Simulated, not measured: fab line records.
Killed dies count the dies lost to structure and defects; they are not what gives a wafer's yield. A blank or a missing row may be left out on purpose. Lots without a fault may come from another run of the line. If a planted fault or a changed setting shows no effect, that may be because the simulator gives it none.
The tool behind it: which one? -- flow n5-finfet -- 11 lots, 31 wafers sampled, at 2 steps of a route of 1938

## WHAT EACH GAUGE READ, for each wafer
N5_BEOL_M9_OVL_MEAS_12. Usual: for M9_OVL the level is 0.3 nm and the standard deviation is 0.73.
lot,measured,on,M9_OVL (nm),flag
L378,day 10 06:39,overlay-02,0.1 0.2 0.2,
L380,day 10 08:29,overlay-02,0.3 -0.5 0.8,
L384,day 11 03:52,overlay-02,0.6 0.2 0.8,
L383,day 11 05:46,overlay-02,0.5 0.4 0.4,
L385,day 11 11:27,overlay-02,-0.2 -1.5 -0.4,
L390,day 12 12:02,overlay-02,0.2 0.5,
L392,day 13 14:35,overlay-02,-0.9 0.4,
L396,day 13 23:46,overlay-02,-0.8 0.7 -1.2,
L395,day 14 08:37,overlay-02,0.9 0.2 1.0,
L398,day 15 02:19,overlay-01,1.6 1.0 0.3,
L401,day 15 23:56,overlay-02,-0.4 -0.4 -0.1,

N5_BEOL_M9_INSPECT_13: inspects for defects (brightfield). Usual: 416 for raw-defect-count, sd 91.
lot,measured,on,raw-defect-count,flag
L378,day 10 06:40,defect-inspect-01,523 535 594,
L380,day 10 08:31,defect-inspect-01,444 378 322,
L384,day 11 03:53,defect-inspect-01,515 508 371,
L383,day 11 05:48,defect-inspect-02,462 366 470,
L385,day 11 11:29,defect-inspect-01,618 365 446,
L390,day 12 12:03,defect-inspect-01,448 491,
L392,day 13 14:37,defect-inspect-02,459 416,
L396,day 13 23:47,defect-inspect-02,404 562 417,
L395,day 14 08:38,defect-inspect-02,374 471 601,
L398,day 15 02:20,defect-inspect-01,419 528 401,
L401,day 15 23:58,defect-inspect-02,428 369 629,

## EACH LOT AND THE TOOL THAT RAN IT (in order: tool; ch and the chambers of the sampled wafers; start)
No process step before these readings appears in the record.

## WHAT THE TOOLS THEMSELVES READ (means of the sampled wafers that have a number; where no wafer has one, the mark that the record gives instead)
The record holds no such reading with a usual standard deviation.

## THE ANSWER, worked out from the rows above alone
Rule: lot off if the mean of its wafers having a number is beyond 3 standard deviations from the usual mean. Also off: a lot with no number at a reading for which 4 or more lots have one. All remaining lots with rows at the step are treated as sound. First the gauges in route order, then the tools' own readings, where a lot's mean is used as printed above. At the first step where some lot is off, the reading lying furthest off is the one used; lots without a number count as furthest.
Nothing can be told from this: no lot is off at any reading shown.

## WHAT THE SIMULATOR HAD PUT IN
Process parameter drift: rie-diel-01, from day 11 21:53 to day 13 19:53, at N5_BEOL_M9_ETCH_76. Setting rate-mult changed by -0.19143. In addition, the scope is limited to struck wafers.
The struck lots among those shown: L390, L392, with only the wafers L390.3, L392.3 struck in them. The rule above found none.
